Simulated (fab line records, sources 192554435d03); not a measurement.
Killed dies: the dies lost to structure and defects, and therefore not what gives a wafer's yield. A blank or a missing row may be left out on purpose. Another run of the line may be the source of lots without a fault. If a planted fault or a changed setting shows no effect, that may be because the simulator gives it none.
Comparing a struck lot with a sound one	flow n5_finfet	40 steps out of a route of 1938
Sound: wafers L256.1, L256.5, L256.6. Struck: wafers L270.3, L270.5 (left out: L270.1, a lot-mate that was not struck); the cause follows at the end.
At each step with rows: each side's tool, then ch and its chambers, then its first start. Under that, the readings that differ: sound wafers	struck wafers	difference of the means	sigmas: that difference in standard deviations of wafers without a fault.
alike: readings whose means differ by less than 2 such deviations, and words and numbers that are the same on both sides. not compared: withheld readings, readings that some wafer has no value for, bounds like >300 that may hide the same value, and numbers for which the record gives no deviation and whose values overlap.
The two part at a step that has a row with sigmas, a row that says differs or no value, or rows on one side only. When numbers do not overlap yet have no deviation, they are printed without sigmas and do not part them. A reading missing from all wafers of one side parts the sides only when that side holds two or more wafers.

first, 11 steps without rows for these wafers: N5_HKMG_FIN_STRIP_60 (strips in N2/H2, time 360 s); N5_HKMG_FIN_WET_ETCH_77 (etches La2O3 in dHCl, stops on HfO2, target depth 2 nm); N5_HKMG_FIN_WET_ETCH_78 (etches Al2O3 in dNH4OH, stops on La2O3, target depth 4.5 nm, rinse time 30 s); N5_HKMG_FIN_ALD_79 (deposits TiN, target thk 1.5 nm, pulse time 1 s, purge time 3 s); N5_HKMG_FIN_CVD_62 (deposits a-Si from Si2H6, target thk 3 nm, time 20.8 s); N5_HKMG_FIN_RTA_80 (time 2 s); N5_HKMG_FIN_PRECLEAN_64 (cleans in dHF, time 30 s); N5_HKMG_FIN_WET_ETCH_65 (etches a-Si in TMAH, stops on TiN, time 49 s, target depth 3 nm); N5_HKMG_FIN_WET_ETCH_81 (etches TiN in SC1, stops on HfO2, time 57 s, target depth 6 nm); N5_HKMG_FIN_WET_ETCH_82 (etches La2O3 in dHCl, stops on HfO2, target depth 2 nm, rinse time 30 s); N5_HKMG_FIN_ALD_36 (deposits TiN, target thk 1 nm, pulse time 1 s, purge time 3 s).
N5_HKMG_FIN_PWFM_ALD_03: deposits TiN, target thk 2 nm, pulse time 1 s, purge time 3 s.
  sound on ald_metal-03 ch 1,2, day 6 03:58; struck on ald_metal-03 ch 1,2, day 9 09:47
reading	sound	struck	difference	sigmas
ald_cycles	91 91 91	54 54	-37	
model.TiN_of_HKMG_FIN_PWFM_ALD_03.thk_nm (nm)	2 2 2	1.2 1.2	-0.8	
  alike: heater_power_outer_w, heater_power_w, precursor_pulse_height_rel
then, 26 steps without rows for these wafers: N5_HKMG_FIN_COAT_29 (time 60 s, resist thk 300 nm); N5_HKMG_FIN_COAT_30 (time 60 s, resist thk 35 nm); N5_HKMG_FIN_COAT_06 (resist thk 90 nm); N5_HKMG_FIN_EBR_08; N5_HKMG_FIN_SOFTBAKE_07 (time 60 s); N5_HKMG_FIN_EXPOSE_09 (exposes mask NWFM); N5_HKMG_FIN_PEB_10 (peb time 60 s); N5_HKMG_FIN_DEVELOP_11 (develop time 30 s); N5_HKMG_FIN_DESCUM_17 (chemistry O2, time 7.9 s); N5_HKMG_FIN_ETCH_31 (etches SiARC in CF4, target depth 45.5 nm, time 75.8 s); N5_HKMG_FIN_ETCH_32 (etches SOC in N2/H2, target depth 240 nm, time 300 s); N5_HKMG_FIN_STRIP_33 (strips in N2/H2); N5_HKMG_FIN_STRIP_34 (strips in CF4); N5_HKMG_FIN_ETCH_35 (etches SOC in N2/H2, target depth 215.8 nm, time 243.4 s); N5_HKMG_FIN_STRIP_92 (strips SOC in N2/H2, time 20 s); N5_HKMG_FIN_WET_ETCH_18 (etches TiN in SC1, time 55 s, target depth 5.2 nm, rinse time 30 s); N5_HKMG_FIN_STRIP_19 (strips in N2/H2, time 360 s); N5_HKMG_FIN_ALD_91 (deposits TiN, target thk 1 nm, pulse time 1 s, purge time 3 s); N5_HKMG_FIN_COAT_85 (time 60 s, resist thk 300 nm); N5_HKMG_FIN_ETCH_86 (etches SOC in N2/H2, stops on TiN, target depth 393.2 nm); N5_HKMG_FIN_STRIP_89 (strips SOC in N2/H2, time 20 s); N5_HKMG_FIN_WET_ETCH_87 (etches TiN in SC1, time 154.2 s, target depth 4.7 nm, rinse time 30 s); N5_HKMG_FIN_STRIP_88 (strips in N2/H2, time 360 s); N5_HKMG_FIN_NWFM_ALD_20 (deposits TiAlC, target thk 2 nm, pulse time 3 s, purge time 2 s); N5_HKMG_FIN_ALD_71 (deposits TiN, target thk 1 nm, pulse time 1 s, purge time 3 s); N5_HKMG_FIN_COAT_66 (time 60 s, resist thk 300 nm).
-- a jump in the record: the struck wafers' starts before and after are 3 days apart (it breaks off in module HKMG_FIN and resumes in module BEOL_M4, where the first step shown is number 1111 of the route) --
N5_BEOL_M4_RC_MEAS_101:
  sound on prober-01 ch 0, day 9 19:44; struck on prober-02 ch 0, day 12 20:36
reading	sound	struck	difference	sigmas
DIBL_N (mV/V)	34.9 34.5 35.1	37.1 38.2	+2.8	+2
DIBL_P (mV/V)	35.9 35.5 36.0	38.2 40.2	+3.4	+2
IOFF_P (nA/um)	0.178 0.172 0.176	0.064 0.078	-0.104	-4
IOFF_P_85C (nA/um)	3.2 3.1 3.2	1.4 1.6	-1.7	-4
IOFF_P_LIN (nA/um)	0.088 0.085 0.089	0.031 0.035	-0.054	-5
IOFF_P_LONG (nA/um)	9.5e-05 9.7e-05 9.7e-05	6e-05 6e-05	-4e-05	-4
ION_P (uA/um)	457 455 466	403 412	-52	-10
VT_P (mV)	-254.8 -253.9 -252.3	-282.2 -280.3	-27.6	-10
VT_P_LONG (mV)	-278.2 -280.8 -278.3	-307.0 -304.6	-26.7	-9
VT_P_LVT (mV)	-102.0 -102.8 -102.0	-134.4 -131.3	-30.6	-13
  alike: IOFF_N, ION_N, SS_N, SS_P, VT_N
-- here the record skips 4 days between the struck wafers' starts before and after, leaving off in module BEOL_M4 and picking up in module PASSIVATION (first step shown: number 1936 of the route) --
N5_PASSIVATION_PROBE_49:
  sound: prober-01 at day 13 20:58; struck: prober-01 at day 17 05:13
reading	sound	struck	difference	sigmas
sort_bin_8_speed (%)	0 0 0	91.69 88.81	+90.25	
sort_n_pass	1047 1082 1065	0 27	-1051	-58
sort_yield_pct (%)	88.7 91.7 90.3	0 2.3	-89	-59
  alike: defect_limited_yield, killed_at_M0_to_M3, killed_at_M4_up, killed_at_contacts, killed_at_front_end, killed_at_other, killed_dies, killed_open, killed_short, sort_bin_5_function, sort_bin_6_memory

WHERE THEY PART
Earliest at N5_BEOL_M4_RC_MEAS_101; latest, in this record, at N5_PASSIVATION_PROBE_49.

WHY: the cause the simulator had injected
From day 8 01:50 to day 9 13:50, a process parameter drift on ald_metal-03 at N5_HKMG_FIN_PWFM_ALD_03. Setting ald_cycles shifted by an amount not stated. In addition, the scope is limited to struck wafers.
